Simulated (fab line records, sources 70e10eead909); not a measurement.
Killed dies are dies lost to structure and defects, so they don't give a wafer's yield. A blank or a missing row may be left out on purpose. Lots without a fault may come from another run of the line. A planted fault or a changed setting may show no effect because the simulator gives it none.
A struck lot beside a sound one | flow nand_harc | 11 steps out of a route of 1159
Sound: wafers L381.1, L381.2, L381.6. Struck: wafer L385.5. (L385.3, L385.4 of the same lot were not struck and are left out.) The cause comes at the end.
At each step with rows: each side's tool, then ch and its chambers, then its first start. Under that, the readings that differ: sound wafers | struck wafers | difference of the means | sigmas: that difference in standard deviations of wafers without a fault.
alike: readings whose means differ by less than 2 such deviations, and words and numbers that are the same on both sides. not compared: withheld readings, readings that some wafer has no value for, bounds like >300 that may hide the same value, and numbers for which the record gives no deviation and whose values overlap.
The two part at a step that has a row with sigmas, a row that says differs or no value, or rows on one side only. Numbers that don't overlap but have no deviation are shown without sigmas and don't part them. A reading that every wafer of one side lacks parts them only if that side has two wafers or more.

NHARC_P_START_INSPECT_01:
  sound on defect_inspect-01, day 4 18:02; struck on defect_inspect-02, day 5 18:03
  alike: raw_defect_count
then, 7 steps without rows for these wafers: NHARC_P_ZERO_WELL_PRECLEAN_00 (cleans in SPM, time 600 s); NHARC_P_ZERO_WELL_SRD_01; NHARC_P_ZERO_WELL_PECVD_02 (deposits SiO2, target thk 10 nm); NHARC_P_ZERO_WELL_DEHYDRATE_03 (time 120 s); NHARC_P_ZERO_WELL_HMDS_04 (time 30 s); NHARC_P_ZERO_WELL_COAT_64 (time 65 s); NHARC_P_ZERO_WELL_COAT_05 (resist thk 600 nm).
NHARC_P_ZERO_WELL_SOFTBAKE_06: time 70 s.
  sound on litho_track-03 ch 0, day 4 18:00; struck on litho_track-03 ch 0, day 5 19:00
  reading                  | sound             | struck | difference | sigmas
  heater_power_total_W (W) | 200.7 199.8 202.5 | 332.2  | +131.2     | +99 or more
then, 1 step without rows for these wafers: NHARC_P_ZERO_WELL_EBR_07.
-- the record jumps here: 18 days lie between the struck wafers' starts before and after (it left off in module P_ZERO_WELL and takes up again in module END, whose first step shown is number 1159 of the route) --
NHARC_END_SORT_01:
  sound on prober-02 ch 0, day 22 05:07; struck on prober-01 ch 0, day 23 19:08
  alike: killed_at_array, killed_at_other, killed_at_periphery, killed_dies, killed_open, killed_short

WHERE THEY PART
Only at NHARC_P_ZERO_WELL_SOFTBAKE_06, within this record. Later steps at which nothing parts them and some readings are alike: NHARC_END_SORT_01.

WHY: what the simulator had put in
Process parameter drift: litho_track-03, from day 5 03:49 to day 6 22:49, at NHARC_P_ZERO_WELL_SOFTBAKE_06. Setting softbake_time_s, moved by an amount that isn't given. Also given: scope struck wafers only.
